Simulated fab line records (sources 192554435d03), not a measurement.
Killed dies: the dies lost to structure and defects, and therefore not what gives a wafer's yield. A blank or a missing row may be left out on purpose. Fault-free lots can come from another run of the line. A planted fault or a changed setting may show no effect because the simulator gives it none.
Chamber matching | flow n5 finfet | N5_HKMG_FIN_DESCUM_53 on rie diel-06: 4 sister chambers
The step chemistry O2, time 7.9 s. 8 wafers are shown with their chamber, then 11 later ones without.

## WAFERS PAIRED WITH THEIR CHAMBERS
wafer  | chamber | showerhead plenum p Torr (Torr) | drypump motor current A (A)
L085.3 | 1       | 2.06                            | 6.3
L089.1 | 2       | 2.16                            | 5.5
L089.3 | 0       | 2.23                            | 5.7
L089.4 | 3       | 2.02                            | 5.6
L090.2 | 0       | 2.23                            | 5.7
L090.5 | 1       | 2.05                            | 6.3
L090.6 | 2       | 2.16                            | 5.5
L091.1 | 3       | 2.02                            | 5.5

## WAFERS WITH NO CHAMBER GIVEN
wafer  | showerhead plenum p Torr (Torr) | drypump motor current A (A)
L091.4 | 2.02                            | 5.6
L091.5 | 2.05                            | 6.3
L092.1 | 2.05                            | 6.2
L092.2 | 2.16                            | 5.5
L092.5 | 2.02                            | 5.6
L094.2 | 2.22                            | 5.7
L094.3 | 2.01                            | 5.6
L094.6 | 2.16                            | 5.5
L096.1 | 2.22                            | 5.7
L096.4 | 2.16                            | 5.6
L096.5 | 2.16                            | 5.6

## CHAMBER TAKEN BY EACH
wafer  | from the rows above | in truth
L091.4 | 3                   | 3
L091.5 | 1                   | 1
L092.1 | 1                   | 1
L092.2 | 2                   | 2
L092.5 | 3                   | 3
L094.2 | 0                   | 0
L094.3 | 3                   | 3
L094.6 | 2                   | 2
L096.1 | 0                   | 0
L096.4 | 2                   | 2
L096.5 | 2                   | 2
Placed correctly: 11 of 11. Can't be placed from these rows: 0. Placed wrongly: 0.
How it was worked out, from the rows above alone: a wafer's distance from a chamber is the root of the sum, over the readings, of the square of ((its reading less the chamber's mean) divided by the reading's scatter). The wafer belongs to the nearest chamber; if the next one is less than 2 further off, it can't be placed. Each chamber's mean is taken over the wafers shown for it. The scatter: the root of (the sum of the squares of (reading less its chamber's mean) over the shown wafers, divided by (wafers less chambers)).
